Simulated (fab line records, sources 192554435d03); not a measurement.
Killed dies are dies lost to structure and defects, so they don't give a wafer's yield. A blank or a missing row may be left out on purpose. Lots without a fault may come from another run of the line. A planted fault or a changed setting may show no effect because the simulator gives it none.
Split-lot experiment | flow n5_finfet | 7 lots, 39 wafers read, on a route of 1938 steps

THE SPLIT
At N5_BEOL_M3_DEP_57 (deposits SiCN from 3MS/NH3, target thk 8 nm, time 14 s), the setting target_thk_a was moved away from the recipe's 80 angstrom on 15 of the 39 wafers read, by -56.2% to +39.8%. The other wafers ran this setting at the recipe's value.

The reading is taken at the split's own step.

THE READING
SiCN_of_BEOL_M3_DEP_57.thk_nm (the simulator's own value, which no gauge read), in nm, at N5_BEOL_M3_DEP_57 (deposits SiCN from 3MS/NH3, target thk 8 nm, time 14 s). The file gives no usual value for it. The 24 wafers here that ran the recipe average 8.0 nm, standard deviation 0.13 nm.

wafer  | tool, chamber at the split | target_thk_a as run, angstrom | against the recipe | SiCN_of_BEOL_M3_DEP_57.thk_nm, nm | against lot-mates on the recipe
L075.1 | pecvd-04, 0,2,1,0          | 80                            | recipe             | 8.2                               | -
L075.4 | pecvd-04, 0,2,1,0          | 80                            | recipe             | 8.2                               | -
L075.5 | pecvd-04, 0,2,1,0          | 80                            | recipe             | 8.2                               | -
L075.6 | pecvd-04, 0,2,1,0          | 80                            | recipe             | 8.2                               | -
L075.2 | pecvd-04, 1,2              | 80                            | recipe             | 8                                 | -
L075.3 | pecvd-04, 1,2              | 80                            | recipe             | 8                                 | -
L076.1 | pecvd-03, 0                | 38.65                         | -51.7%             | 4                                 | -3.9
L076.2 | pecvd-03, 2                | 80                            | recipe             | 7.8                               | -
L076.3 | pecvd-03, 1,0              | 38.65                         | -51.7%             | 3.8                               | -4.1
L076.6 | pecvd-03, 1,0              | 38.65                         | -51.7%             | 3.8                               | -4.1
L076.4 | pecvd-03, 2,1              | 80                            | recipe             | 8                                 | -
L076.5 | pecvd-03, 2,1              | 80                            | recipe             | 8                                 | -
L080.1 | pecvd-04, 2                | 66.43                         | -17.0%             | 6.4                               | -1.5
L080.2 | pecvd-04, 0,1              | 80                            | recipe             | 7.8                               | -
L080.3 | pecvd-04, 0,1              | 80                            | recipe             | 7.8                               | -
L080.4 | pecvd-04, 1,2              | 66.43                         | -17.0%             | 6.6                               | -1.3
L080.5 | pecvd-04, 1,2              | 66.43                         | -17.0%             | 6.6                               | -1.3
L080.6 | pecvd-04, 0                | 80                            | recipe             | 8                                 | -
L078.1 | pecvd-01, 1,0              | 80                            | recipe             | 7.8                               | -
L078.6 | pecvd-01, 1,0              | 80                            | recipe             | 7.8                               | -
L078.2 | pecvd-01, 0,0,1            | 35                            | -56.2%             | 3.2                               | -4.7
L078.4 | pecvd-01, 0,0,1            | 35                            | -56.2%             | 3.2                               | -4.7
L078.5 | pecvd-01, 0,0,1            | 35                            | -56.2%             | 3.2                               | -4.7
L078.3 | pecvd-01, 1                | 80                            | recipe             | 8                                 | -
L084.1 | pecvd-01, 0                | 111.8                         | +39.8%             | 10.8                              | +2.9
L084.2 | pecvd-01, 1,2              | 111.8                         | +39.8%             | 11                                | +3.1
L084.3 | pecvd-01, 1,2              | 111.8                         | +39.8%             | 11                                | +3.1
L084.4 | pecvd-01, 2,1              | 80                            | recipe             | 8                                 | -
L084.5 | pecvd-01, 2,1              | 80                            | recipe             | 8                                 | -
L084.6 | pecvd-01, 0                | 80                            | recipe             | 7.8                               | -
L092.1 | pecvd-04, 1,0,1            | 80                            | recipe             | 8                                 | -
L092.2 | pecvd-04, 1,0,1            | 80                            | recipe             | 8                                 | -
L092.4 | pecvd-04, 1,0,1            | 80                            | recipe             | 8                                 | -
L092.3 | pecvd-04, 2,0              | 56.24                         | -29.7%             | 5.6                               | -2.4
L092.6 | pecvd-04, 2,0              | 56.24                         | -29.7%             | 5.6                               | -2.4
L092.5 | pecvd-04, 2                | 56.24                         | -29.7%             | 5.8                               | -2.2
L094.1 | pecvd-03, 2,0,2            | 80                            | recipe             | 8                                 | -
L094.3 | pecvd-03, 2,0,2            | 80                            | recipe             | 8                                 | -
L094.5 | pecvd-03, 2,0,2            | 80                            | recipe             | 8                                 | -
Where a row lists several chambers, the file gives one row for several wafers and doesn't say which wafer went through which chamber.

THE FIT
A straight line over all 39 wafers: SiCN_of_BEOL_M3_DEP_57.thk_nm changes by +0.0801 nm for each +1% of target_thk_a; r = +1.00; the points scatter about the line by 0.15 nm.
The same after taking each lot's own level away (the mean of its wafers on the recipe; 39 wafers): +0.0794 nm for each +1%; r = +1.00; scatter 0.11 nm.
On that fit, the largest move of target_thk_a shifts the reading by 4.5 nm.
The lots' own levels span 7.87 to 8.13 nm, that is 2.1 times the standard deviation above.
So the lot-to-lot level changes the slope little: the two slopes agree.
Check: with one of the wafers moved furthest among these (-56.2%) left out of the fit, the line predicts -4.46 nm for it against its lot-mates. It came out at -4.67 nm against them.

OTHER SPLITS ON THESE WAFERS
These wafers also went through other splits before the reading. Each is held against what the fit with the lots' levels taken away leaves over:
other split on the same wafers     | wafers away from the commonest value | r with SiCN_of_BEOL_M3_DEP_57.thk_nm (lot level and that fit taken away)
N5_FIN_SAQP_HM_DEP_03 target_thk_a | 12                                   | -0.10
N5_SD_EPI_N_ETCH_45 target_depth_a | 15                                   | -0.16
N5_HKMG_FIN_HK_ALD_01 ald_cycles   | 12                                   | +0.21
N5_BEOL_M2_DESCUM_33 time_s        | 15                                   | +0.20

THE FILE'S OWN FIT
SiCN_of_BEOL_M3_DEP_57.thk_nm changes by +0.0797 nm for each +1% of target_thk_a, r = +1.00.
